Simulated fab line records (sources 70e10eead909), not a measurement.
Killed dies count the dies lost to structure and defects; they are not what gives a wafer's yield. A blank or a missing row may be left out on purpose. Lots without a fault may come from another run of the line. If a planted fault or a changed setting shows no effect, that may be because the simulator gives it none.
fab line records || flow nand_harc || part 2 of 2: steps 24 to 36 of 36
record: {"lots": 5, "wafers": 15, "last_day": 32}
route steps=1302 shown A_STAIRCASE@787
lots that met no fault: taken from a fault-free run of the same line
start_h: the number of hours between the record's first day and the start of the first shown wafer of the lot || wait_h: time in hours since the lot's previous step || " unchanged from the row above || L1.1+2: a row that stands for several wafers || - either no value or no given start || * or withheld: withheld || < > ~ a bound
route shown NAME@n: names a module that has steps shown in the file, with the first one's number in the route || usual: mean/standard deviation taken from wafers without a fault || same: alike in all rows || chamber/n: place in a boat || sites: per-site readings || _std_site: the standard deviation of these || _edge_site: outer sites' mean less inner sites' || radius_mm: for every site, how far away it sits from the centre of the wafer || mask NAME#n: copy n || behind: the last tool/chamber to shape the wafer || hold: why the lot went on hold/how many hours it stayed there/how the hold came to an end || device: transistor that didn't switch, given as n, p or np || end of line: tests of these same wafers at the route's end || a step with no rows: only its recipe || killed: at the first sort, the dies lost to defects and structure; wafer yield is something else || map: shows each die of a wafer: x if killed, . if not, _ if none is there
set.NAME: the run value of the setting; set.NAME@STEP: its run value at that earlier step || model.NAME: the simulator's own value behind a step, which no gauge read
lots seen at some steps along the route; tables by step, rows by wafer
services: a tool's chamber out of use, with start hour (start_h, from the record's first day; less than 0 if before it), hours out, and reason
== steps ==
step: NHARC_A_STAIRCASE_ETCH_294
recipe: {"target_depth_a": 49890, "time_s": 1211.6, "ion_energy_ev": 800, "c4f8_flow_sccm": 80, "o2_flow_sccm": 60, "ar_flow_sccm": "withheld", "rf_w": 600, "bias_w": 3000, "chemistry": "C4F8/O2/Ar"}
usual: {"oes_product_au": "0.932/0.012", "rf_fwd_power_W": "599.8/1.9", "rf_vpp_V": "1832/9.9"}
{"lot.wafer": "L076.3", "tool": "rie_diel-12", "chamber": 3, "start_h": "-", "wait_h": "-", "oes_product_au": 0.939, "rf_fwd_power_W": 602.5, "rf_hours_counter_h": 37, "rf_vpp_V": 1836}
{"lot.wafer": "L076.2", "tool": "rie_diel-12", "chamber": 2, "start_h": "-", "wait_h": "-", "oes_product_au": 0.928, "rf_fwd_power_W": 598.0, "rf_hours_counter_h": 38, "rf_vpp_V": 1816}
{"lot.wafer": "L076.5", "tool": "rie_diel-12", "chamber": 3, "start_h": "-", "wait_h": "-", "oes_product_au": 0.944, "rf_fwd_power_W": 600.8, "rf_hours_counter_h": "-", "rf_vpp_V": 1838}
{"lot.wafer": "L080.3", "tool": "rie_diel-02", "chamber": 3, "start_h": "-", "wait_h": "-", "oes_product_au": 0.928, "rf_fwd_power_W": 601.2, "rf_hours_counter_h": 10, "rf_vpp_V": 1834}
{"lot.wafer": "L080.1", "tool": "rie_diel-02", "chamber": 1, "start_h": "-", "wait_h": "-", "oes_product_au": 0.927, "rf_fwd_power_W": 599.4, "rf_hours_counter_h": 9, "rf_vpp_V": 1825}
{"lot.wafer": "L080.5", "tool": "rie_diel-02", "chamber": 3, "start_h": "-", "wait_h": "-", "oes_product_au": 0.938, "rf_fwd_power_W": 601.2, "rf_hours_counter_h": "-", "rf_vpp_V": 1835}
{"lot.wafer": "L085.3", "tool": "rie_diel-12", "chamber": 2, "start_h": "-", "wait_h": "-", "oes_product_au": 0.950, "rf_fwd_power_W": 596.6, "rf_hours_counter_h": 10, "rf_vpp_V": 1815}
{"lot.wafer": "L085.1", "tool": "rie_diel-12", "chamber": 3, "start_h": "-", "wait_h": "-", "oes_product_au": 0.941, "rf_fwd_power_W": 601.5, "rf_hours_counter_h": 9, "rf_vpp_V": 1836}
{"lot.wafer": "L085.2", "tool": "rie_diel-12", "chamber": 0, "start_h": "-", "wait_h": "-", "oes_product_au": 0.943, "rf_fwd_power_W": 599.1, "rf_hours_counter_h": 10, "rf_vpp_V": 1847}
{"lot.wafer": "L092.2", "tool": "rie_diel-04", "chamber": 1, "start_h": "-", "wait_h": "-", "oes_product_au": 0.925, "rf_fwd_power_W": 601.2, "rf_hours_counter_h": 2, "rf_vpp_V": 1845}
{"lot.wafer": "L092.1", "tool": "rie_diel-04", "chamber": 2, "start_h": "-", "wait_h": "-", "oes_product_au": 0.938, "rf_fwd_power_W": 596.9, "rf_hours_counter_h": 2, "rf_vpp_V": 1844}
{"lot.wafer": "L092.6", "tool": "rie_diel-04", "chamber": 1, "start_h": "-", "wait_h": "-", "oes_product_au": 0.935, "rf_fwd_power_W": 601.8, "rf_hours_counter_h": "-", "rf_vpp_V": 1845}
{"lot.wafer": "L096.2", "tool": "rie_diel-12", "chamber": 0, "start_h": "-", "wait_h": "-", "oes_product_au": 0.932, "rf_fwd_power_W": 598.8, "rf_hours_counter_h": 51, "rf_vpp_V": 1845}
{"lot.wafer": "L096.3", "tool": "rie_diel-12", "chamber": 1, "start_h": "-", "wait_h": "-", "oes_product_au": 0.937, "rf_fwd_power_W": 600.3, "rf_hours_counter_h": 55, "rf_vpp_V": 1832}
{"lot.wafer": "L096.6", "tool": "rie_diel-12", "chamber": 2, "start_h": "-", "wait_h": "-", "oes_product_au": 0.942, "rf_fwd_power_W": 602.3, "rf_hours_counter_h": "-", "rf_vpp_V": 1815}
step: NHARC_A_STAIRCASE_STRIP_295
recipe: {"o2_flow_sccm": 500, "ar_flow_sccm": 0, "bias_w": 0, "chemistry": "O2"}
usual: {"drypump_motor_current_A": "5.9/0.54", "o2_flow_sccm": "500.0/1.5", "oes_product_au": "1.003/0.011", "rf_vpp_V": "57.9/0.9", "showerhead_plenum_p_Torr": "3.60/0.13", "throttle_valve_pct": "17.037/0.0095"}
{"lot.wafer": "L076.3", "tool": "rie_diel-12", "chamber": 0, "start_h": "-", "wait_h": "-", "drypump_motor_current_A": 5.8, "o2_flow_sccm": 501.7, "oes_product_au": 0.987, "rf_hours_counter_h": 43, "rf_vpp_V": 57.9, "showerhead_plenum_p_Torr": 3.29, "throttle_valve_pct": 17.045}
{"lot.wafer": "L076.2", "tool": "rie_diel-12", "chamber": 3, "start_h": "-", "wait_h": "-", "drypump_motor_current_A": 5.9, "o2_flow_sccm": 499.8, "oes_product_au": 1.019, "rf_hours_counter_h": 38, "rf_vpp_V": 59.1, "showerhead_plenum_p_Torr": 3.67, "throttle_valve_pct": 17.027}
{"lot.wafer": "L076.5", "tool": "rie_diel-12", "chamber": 0, "start_h": "-", "wait_h": "-", "drypump_motor_current_A": 5.9, "o2_flow_sccm": 500.4, "oes_product_au": 1.006, "rf_hours_counter_h": "-", "rf_vpp_V": 56.9, "showerhead_plenum_p_Torr": 3.29, "throttle_valve_pct": 17.047}
{"lot.wafer": "L080.1", "tool": "rie_diel-02", "chamber": 0, "start_h": "-", "wait_h": "-", "drypump_motor_current_A": 6.6, "o2_flow_sccm": 500.0, "oes_product_au": 0.998, "rf_hours_counter_h": 10, "rf_vpp_V": 57.6, "showerhead_plenum_p_Torr": 3.63, "throttle_valve_pct": 17.030}
{"lot.wafer": "L080.3", "tool": "rie_diel-02", "chamber": 2, "start_h": "-", "wait_h": "-", "drypump_motor_current_A": 5.5, "o2_flow_sccm": 502.2, "oes_product_au": 1.000, "rf_hours_counter_h": 9, "rf_vpp_V": 58.2, "showerhead_plenum_p_Torr": 3.54, "throttle_valve_pct": 17.041}
{"lot.wafer": "L080.5", "tool": "rie_diel-02", "chamber": 3, "start_h": "-", "wait_h": "-", "drypump_motor_current_A": 5.6, "o2_flow_sccm": 501.4, "oes_product_au": 1.014, "rf_hours_counter_h": "-", "rf_vpp_V": 58.6, "showerhead_plenum_p_Torr": 3.63, "throttle_valve_pct": 17.046}
{"lot.wafer": "L085.3", "tool": "rie_diel-12", "chamber": 3, "start_h": "-", "wait_h": "-", "drypump_motor_current_A": 5.9, "o2_flow_sccm": 498.7, "oes_product_au": 1.009, "rf_hours_counter_h": 9, "rf_vpp_V": 59.2, "showerhead_plenum_p_Torr": 3.65, "throttle_valve_pct": 17.048}
{"lot.wafer": "L085.1", "tool": "rie_diel-12", "chamber": 0, "start_h": "-", "wait_h": "-", "drypump_motor_current_A": 5.9, "o2_flow_sccm": 498.8, "oes_product_au": 1.009, "rf_hours_counter_h": 11, "rf_vpp_V": 58.7, "showerhead_plenum_p_Torr": 3.80, "throttle_valve_pct": 17.052}
{"lot.wafer": "L085.2", "tool": "rie_diel-12", "chamber": 1, "start_h": "-", "wait_h": "-", "drypump_motor_current_A": 6.7, "o2_flow_sccm": 502.1, "oes_product_au": 0.997, "rf_hours_counter_h": 12, "rf_vpp_V": 58.0, "showerhead_plenum_p_Torr": 3.62, "throttle_valve_pct": 17.032}
{"lot.wafer": "L092.1", "tool": "rie_diel-04", "chamber": 2, "start_h": "-", "wait_h": "-", "drypump_motor_current_A": 6.3, "o2_flow_sccm": 499.6, "oes_product_au": 0.981, "rf_hours_counter_h": 3, "rf_vpp_V": 56.7, "showerhead_plenum_p_Torr": 3.77, "throttle_valve_pct": 17.039}
{"lot.wafer": "L092.2", "tool": "rie_diel-04", "chamber": 1, "start_h": "-", "wait_h": "-", "drypump_motor_current_A": 6.0, "o2_flow_sccm": 499.7, "oes_product_au": 0.986, "rf_hours_counter_h": 3, "rf_vpp_V": 57.0, "showerhead_plenum_p_Torr": 3.77, "throttle_valve_pct": 17.038}
{"lot.wafer": "L092.6", "tool": "rie_diel-04", "chamber": 3, "start_h": "-", "wait_h": "-", "drypump_motor_current_A": 6.1, "o2_flow_sccm": 500.8, "oes_product_au": 0.991, "rf_hours_counter_h": "-", "rf_vpp_V": 56.3, "showerhead_plenum_p_Torr": 3.70, "throttle_valve_pct": 17.026}
{"lot.wafer": "L096.2", "tool": "rie_diel-12", "chamber": 1, "start_h": "-", "wait_h": "-", "drypump_motor_current_A": 6.7, "o2_flow_sccm": 501.5, "oes_product_au": 1.017, "rf_hours_counter_h": 56, "rf_vpp_V": 58.5, "showerhead_plenum_p_Torr": 3.60, "throttle_valve_pct": 17.040}
{"lot.wafer": "L096.3", "tool": "rie_diel-12", "chamber": 2, "start_h": "-", "wait_h": "-", "drypump_motor_current_A": 5.3, "o2_flow_sccm": 501.7, "oes_product_au": 1.020, "rf_hours_counter_h": 40, "rf_vpp_V": 56.7, "showerhead_plenum_p_Torr": 3.35, "throttle_valve_pct": 17.057}
{"lot.wafer": "L096.6", "tool": "rie_diel-12", "chamber": 1, "start_h": "-", "wait_h": "-", "drypump_motor_current_A": 6.7, "o2_flow_sccm": 499.4, "oes_product_au": 1.000, "rf_hours_counter_h": "-", "rf_vpp_V": 58.7, "showerhead_plenum_p_Torr": 3.60, "throttle_valve_pct": 17.037}
step: NHARC_A_STAIRCASE_STRIP_296
recipe: {"time_s": 900, "temp_c": 130, "chemistry": "SPM"}
{"lot.wafer": "L076.5+3+2", "tool": "wet_bench-09", "chamber": "0,2,3", "start_h": 406.35, "wait_h": "-"}
{"lot.wafer": "L080.3+1+5", "tool": "wet_bench-07", "chamber": "1,2,3", "start_h": 437.25, "wait_h": "-"}
{"lot.wafer": "L085.1+3+2", "tool": "wet_bench-07", "chamber": "0,2,4", "start_h": 494.12, "wait_h": "-"}
{"lot.wafer": "L092.1+2+6", "tool": "wet_bench-05", "chamber": "5,7,0", "start_h": 553.68, "wait_h": "-"}
{"lot.wafer": "L096.2+6+3", "tool": "wet_bench-05", "chamber": "4,6,0", "start_h": 597.91, "wait_h": "-"}
step: NHARC_A_STAIRCASE_PRECLEAN_297
recipe: {"time_s": "*", "temp_c": 50, "bath_age_min": 0, "chemistry": "SC1"}
{"lot.wafer": "L076.5+3+2", "tool": "wet_bench-09", "chamber": "0,2,3", "start_h": "-", "wait_h": "-"}
{"lot.wafer": "L080.3+1+5", "tool": "wet_bench-07", "chamber": "1,2,3", "start_h": "-", "wait_h": "-"}
{"lot.wafer": "L085.1+3+2", "tool": "wet_bench-07", "chamber": "0,2,4", "start_h": "-", "wait_h": "-"}
{"lot.wafer": "L092.1+2+6", "tool": "wet_bench-05", "chamber": "5,7,0", "start_h": "-", "wait_h": "-"}
{"lot.wafer": "L096.2+6+3", "tool": "wet_bench-05", "chamber": "4,6,0", "start_h": "-", "wait_h": "-"}
step: NHARC_A_STAIRCASE_SRD_298
{"lot.wafer": "L076.5+3+2", "tool": "wet_bench-09", "chamber": "0,2,3", "start_h": "-", "wait_h": "-"}
{"lot.wafer": "L080.3+1+5", "tool": "wet_bench-07", "chamber": "1,2,3", "start_h": "-", "wait_h": "-"}
{"lot.wafer": "L085.1+3+2", "tool": "wet_bench-07", "chamber": "0,2,4", "start_h": "-", "wait_h": "-"}
{"lot.wafer": "L092.1+2+6", "tool": "wet_bench-05", "chamber": "5,7,0", "start_h": "-", "wait_h": "-"}
{"lot.wafer": "L096.2+6+3", "tool": "wet_bench-05", "chamber": "4,6,0", "start_h": "-", "wait_h": "-"}
step: NHARC_A_STAIRCASE_HM_DEP_462
recipe: {"target_thk_a": 8000, "temp_c": 400, "material": "aC"}
usual: {"susceptor_temp_C": "400.02/0.22", "throttle_valve_pct": "35.000/0.0096"}
{"lot.wafer": "L076.2", "tool": "acl_dep-03", "chamber": 0, "start_h": 407.16, "wait_h": 0.4, "susceptor_temp_C": "-", "throttle_valve_pct": 34.992}
{"lot.wafer": "L076.3", "tool": "acl_dep-03", "chamber": 0, "start_h": 407.16, "wait_h": 0.4, "susceptor_temp_C": "-", "throttle_valve_pct": 35.008}
{"lot.wafer": "L076.5", "tool": "acl_dep-03", "chamber": 0, "start_h": 407.16, "wait_h": 0.4, "susceptor_temp_C": "-", "throttle_valve_pct": 34.986}
{"lot.wafer": "L080.1", "tool": "acl_dep-03", "chamber": 0, "start_h": 442.54, "wait_h": 4.9, "susceptor_temp_C": 399.91, "throttle_valve_pct": 35.018}
{"lot.wafer": "L080.3", "tool": "acl_dep-03", "chamber": 0, "start_h": 442.54, "wait_h": 4.9, "susceptor_temp_C": 399.86, "throttle_valve_pct": 35.011}
{"lot.wafer": "L080.5", "tool": "acl_dep-03", "chamber": 0, "start_h": 442.54, "wait_h": 4.9, "susceptor_temp_C": 400.16, "throttle_valve_pct": 34.996}
{"lot.wafer": "L085.1", "tool": "acl_dep-01", "chamber": 0, "start_h": 494.64, "wait_h": 0.1, "susceptor_temp_C": "-", "throttle_valve_pct": 34.999}
{"lot.wafer": "L085.2", "tool": "acl_dep-01", "chamber": 0, "start_h": 494.64, "wait_h": 0.1, "susceptor_temp_C": "-", "throttle_valve_pct": 34.981}
{"lot.wafer": "L085.3", "tool": "acl_dep-01", "chamber": 0, "start_h": 494.64, "wait_h": 0.1, "susceptor_temp_C": "-", "throttle_valve_pct": 35.005}
{"lot.wafer": "L092.1", "tool": "acl_dep-03", "chamber": 0, "start_h": 557.27, "wait_h": 3.1, "susceptor_temp_C": 399.65, "throttle_valve_pct": 35.028}
{"lot.wafer": "L092.2", "tool": "acl_dep-03", "chamber": 0, "start_h": 557.27, "wait_h": 3.1, "susceptor_temp_C": 399.88, "throttle_valve_pct": 35.017}
{"lot.wafer": "L092.6", "tool": "acl_dep-03", "chamber": 0, "start_h": 558.83, "wait_h": 4.7, "susceptor_temp_C": 400.16, "throttle_valve_pct": 34.990}
{"lot.wafer": "L096.2", "tool": "acl_dep-03", "chamber": 0, "start_h": 598.74, "wait_h": 0.4, "susceptor_temp_C": 400.20, "throttle_valve_pct": 34.996}
{"lot.wafer": "L096.3", "tool": "acl_dep-03", "chamber": 0, "start_h": 598.74, "wait_h": 0.4, "susceptor_temp_C": 399.91, "throttle_valve_pct": 34.987}
{"lot.wafer": "L096.6", "tool": "acl_dep-03", "chamber": 0, "start_h": 598.74, "wait_h": 0.4, "susceptor_temp_C": 400.35, "throttle_valve_pct": 35.006}
step: NHARC_A_STAIRCASE_DEP_301
recipe: {"target_thk_a": 300, "target_thk_nm": 30, "temp_c": 400, "pressure_torr": 3.5, "flow_sccm": 200, "rf_w": 350, "material": "SiON"}
usual: {"heater_power_w": "808/110", "rf_fwd_power_W": "348.5/1.1", "susceptor_temp_C": "399.98/0.22"}
{"lot.wafer": "L076.3", "tool": "pecvd-01", "chamber": 2, "start_h": 408.71, "wait_h": 0.9, "heater_power_w": 694, "rf_fwd_power_W": 346.3, "susceptor_temp_C": 400.13}
{"lot.wafer": "L076.2", "tool": "pecvd-01", "chamber": 1, "start_h": 408.71, "wait_h": 0.9, "heater_power_w": 931, "rf_fwd_power_W": 348.6, "susceptor_temp_C": 399.67}
{"lot.wafer": "L076.5", "tool": "pecvd-01", "chamber": 2, "start_h": 408.71, "wait_h": 0.9, "heater_power_w": 668, "rf_fwd_power_W": 347.8, "susceptor_temp_C": 400.15}
{"lot.wafer": "L080.1", "tool": "pecvd-01", "chamber": 0, "start_h": 444.43, "wait_h": 1.6, "heater_power_w": 793, "rf_fwd_power_W": 348.2, "susceptor_temp_C": 399.80}
{"lot.wafer": "L080.3", "tool": "pecvd-01", "chamber": 1, "start_h": 444.43, "wait_h": 1.6, "heater_power_w": 852, "rf_fwd_power_W": 347.3, "susceptor_temp_C": 399.99}
{"lot.wafer": "L080.5", "tool": "pecvd-01", "chamber": 2, "start_h": 444.43, "wait_h": 1.6, "heater_power_w": 638, "rf_fwd_power_W": 346.9, "susceptor_temp_C": 400.05}
{"lot.wafer": "L085.1", "tool": "pecvd-02", "chamber": 1, "start_h": 496.91, "wait_h": 2.0, "heater_power_w": 805, "rf_fwd_power_W": 348.9, "susceptor_temp_C": 399.88}
{"lot.wafer": "L085.3", "tool": "pecvd-02", "chamber": 2, "start_h": 496.91, "wait_h": 2.0, "heater_power_w": 773, "rf_fwd_power_W": 346.0, "susceptor_temp_C": 399.84}
{"lot.wafer": "L085.2", "tool": "pecvd-02", "chamber": 0, "start_h": 496.91, "wait_h": 2.0, "heater_power_w": 878, "rf_fwd_power_W": 348.6, "susceptor_temp_C": 400.06}
{"lot.wafer": "L092.2", "tool": "pecvd-01", "chamber": 1, "start_h": 559.17, "wait_h": 1.3, "heater_power_w": 959, "rf_fwd_power_W": 348.8, "susceptor_temp_C": 400.28}
{"lot.wafer": "L092.1", "tool": "pecvd-01", "chamber": 2, "start_h": 559.17, "wait_h": 1.3, "heater_power_w": 670, "rf_fwd_power_W": 349.3, "susceptor_temp_C": 400.14}
{"lot.wafer": "L092.6", "tool": "pecvd-01", "chamber": 1, "start_h": 559.17, "wait_h": 1.3, "heater_power_w": 967, "rf_fwd_power_W": 346.6, "susceptor_temp_C": 400.15}
{"lot.wafer": "L096.2", "tool": "pecvd-01", "chamber": 1, "start_h": 600.62, "wait_h": 1.6, "heater_power_w": 882, "rf_fwd_power_W": 347.7, "susceptor_temp_C": 400.04}
{"lot.wafer": "L096.3", "tool": "pecvd-01", "chamber": 2, "start_h": 600.62, "wait_h": 1.6, "heater_power_w": 696, "rf_fwd_power_W": 348.9, "susceptor_temp_C": 399.75}
{"lot.wafer": "L096.6", "tool": "pecvd-01", "chamber": 1, "start_h": 600.62, "wait_h": 1.6, "heater_power_w": 889, "rf_fwd_power_W": 347.9, "susceptor_temp_C": 400.01}
step: NHARC_A_STAIRCASE_DEHYDRATE_302
recipe: {"temp_c": 150, "time_s": 120}
{"lot.wafer": "L076.2+3+5", "tool": "litho_track-05", "chamber": 0, "start_h": 408.99, "wait_h": 0.2}
{"lot.wafer": "L080.1+3+5", "tool": "litho_track-05", "chamber": 0, "start_h": 444.71, "wait_h": 0.2}
{"lot.wafer": "L085.1+2+3", "tool": "litho_track-02", "chamber": 0, "start_h": 497.19, "wait_h": 0.2}
{"lot.wafer": "L092.1+2+6", "tool": "litho_track-03", "chamber": 0, "start_h": 559.44, "wait_h": 0.2}
{"lot.wafer": "L096.2+3+6", "tool": "litho_track-03", "chamber": 0, "start_h": 600.86, "wait_h": 0.2}
step: NHARC_A_STAIRCASE_HMDS_303
recipe: {"time_s": 30}
{"lot.wafer": "L076.2+3+5", "tool": "litho_track-05", "chamber": 0, "start_h": "-", "wait_h": "-"}
{"lot.wafer": "L080.1+3+5", "tool": "litho_track-05", "chamber": 0, "start_h": "-", "wait_h": "-"}
{"lot.wafer": "L085.1+2+3", "tool": "litho_track-02", "chamber": 0, "start_h": "-", "wait_h": "-"}
{"lot.wafer": "L092.1+2+6", "tool": "litho_track-03", "chamber": 0, "start_h": "-", "wait_h": "-"}
{"lot.wafer": "L096.2+3+6", "tool": "litho_track-03", "chamber": 0, "start_h": "-", "wait_h": "-"}
step: NHARC_A_STAIRCASE_COAT_304
recipe: {"spin_rpm": 1200}
{"lot.wafer": "L076.2+3+5", "tool": "litho_track-05", "chamber": 0, "start_h": "-", "wait_h": "-"}
{"lot.wafer": "L080.1+3+5", "tool": "litho_track-05", "chamber": 0, "start_h": "-", "wait_h": "-"}
{"lot.wafer": "L085.1+2+3", "tool": "litho_track-02", "chamber": 0, "start_h": "-", "wait_h": "-"}
{"lot.wafer": "L092.1+2+6", "tool": "litho_track-03", "chamber": 0, "start_h": "-", "wait_h": "-"}
{"lot.wafer": "L096.2+3+6", "tool": "litho_track-03", "chamber": 0, "start_h": "-", "wait_h": "-"}
step: NHARC_A_STAIRCASE_SOFTBAKE_305
recipe: {"temp_c": 135, "time_s": 170}
{"lot.wafer": "L076.2+3+5", "tool": "litho_track-05", "chamber": 0, "start_h": "-", "wait_h": "-"}
{"lot.wafer": "L080.1+3+5", "tool": "litho_track-05", "chamber": 0, "start_h": "-", "wait_h": "-"}
{"lot.wafer": "L085.1+2+3", "tool": "litho_track-02", "chamber": 0, "start_h": "-", "wait_h": "-"}
{"lot.wafer": "L092.1+2+6", "tool": "litho_track-03", "chamber": 0, "start_h": "-", "wait_h": "-"}
{"lot.wafer": "L096.2+3+6", "tool": "litho_track-03", "chamber": 0, "start_h": "-", "wait_h": "-"}
step: NHARC_A_STAIRCASE_EBR_306
{"lot.wafer": "L076.2+3+5", "tool": "litho_track-05", "chamber": 0, "start_h": "-", "wait_h": "-"}
{"lot.wafer": "L080.1+3+5", "tool": "litho_track-05", "chamber": 0, "start_h": "-", "wait_h": "-"}
{"lot.wafer": "L085.1+2+3", "tool": "litho_track-02", "chamber": 0, "start_h": "-", "wait_h": "-"}
{"lot.wafer": "L092.1+2+6", "tool": "litho_track-03", "chamber": 0, "start_h": "-", "wait_h": "-"}
{"lot.wafer": "L096.2+3+6", "tool": "litho_track-03", "chamber": 0, "start_h": "-", "wait_h": "-"}
step: NHARC_A_STAIRCASE_EXPOSE_307
recipe: {"na": 0.5, "dose_mj": 45.72, "mask_id": "CHOP_50"}
{"lot.wafer": "L076.2+3+5", "tool": "krf_scanner-04", "chamber": 0, "start_h": 409.20, "wait_h": "-", "mask": "CHOP_50#0"}
{"lot.wafer": "L080.1+3+5", "tool": "krf_scanner-01", "chamber": 0, "start_h": 445.04, "wait_h": "-", "mask": "CHOP_50#0"}
{"lot.wafer": "L085.1+2+3", "tool": "krf_scanner-03", "chamber": 0, "start_h": 497.52, "wait_h": "-", "mask": "CHOP_50#0"}
{"lot.wafer": "L092.1+2+6", "tool": "krf_scanner-01", "chamber": 0, "start_h": 559.65, "wait_h": "-", "mask": "CHOP_50#0"}
{"lot.wafer": "L096.2+3+6", "tool": "krf_scanner-01", "chamber": 0, "start_h": 601.20, "wait_h": "-", "mask": "CHOP_50#0"}
== services ==
{"tool": "rie_diel-04", "chamber": "-", "start_h": 387.35, "hours": 0.5, "kind": "repair"}
{"tool": "litho_track-02", "chamber": "-", "start_h": 402.00, "hours": 7.0, "kind": "pm"}
{"tool": "rie_diel-04", "chamber": 0, "start_h": 402.33, "hours": 7.7, "kind": "repair"}
{"tool": "rie_diel-02", "chamber": "-", "start_h": 416.53, "hours": 0.6, "kind": "repair"}
{"tool": "pecvd-01", "chamber": "-", "start_h": 424.23, "hours": 1.0, "kind": "repair"}
{"tool": "wet_bench-05", "chamber": "-", "start_h": 436.80, "hours": 8.0, "kind": "pm"}
{"tool": "rie_diel-12", "chamber": "-", "start_h": 447.28, "hours": 9.0, "kind": "pm"}
{"tool": "litho_track-03", "chamber": "-", "start_h": 450.00, "hours": 7.0, "kind": "pm"}
{"tool": "rie_diel-02", "chamber": 3, "start_h": 455.29, "hours": 2.5, "kind": "repair"}
{"tool": "krf_scanner-01", "chamber": "-", "start_h": 460.97, "hours": 3.2, "kind": "repair"}
{"tool": "rie_diel-02", "chamber": 1, "start_h": 464.31, "hours": 4.4, "kind": "repair"}
{"tool": "wet_bench-07", "chamber": "-", "start_h": 469.31, "hours": 0.8, "kind": "repair"}
{"tool": "litho_track-05", "chamber": "-", "start_h": 474.00, "hours": 7.0, "kind": "pm"}
{"tool": "wet_bench-07", "chamber": "-", "start_h": 483.72, "hours": 3.9, "kind": "repair"}
{"tool": "acl_dep-03", "chamber": "-", "start_h": 487.13, "hours": 13.0, "kind": "pm"}
{"tool": "rie_diel-12", "chamber": 2, "start_h": 499.02, "hours": 10.7, "kind": "repair"}
{"tool": "wet_bench-07", "chamber": "-", "start_h": 512.01, "hours": 8.0, "kind": "pm"}
{"tool": "rie_diel-12", "chamber": 2, "start_h": 519.50, "hours": 1.4, "kind": "repair"}
{"tool": "wet_bench-09", "chamber": "-", "start_h": 528.80, "hours": 8.0, "kind": "pm"}
{"tool": "rie_diel-04", "chamber": "-", "start_h": 536.33, "hours": 9.0, "kind": "pm"}
{"tool": "wet_bench-09", "chamber": "-", "start_h": 555.00, "hours": 2.2, "kind": "repair"}
{"tool": "rie_diel-02", "chamber": "-", "start_h": 574.52, "hours": 9.0, "kind": "pm"}
{"tool": "litho_track-02", "chamber": "-", "start_h": 577.00, "hours": 7.0, "kind": "pm"}
{"tool": "rie_diel-12", "chamber": 3, "start_h": 596.29, "hours": 4.9, "kind": "repair"}
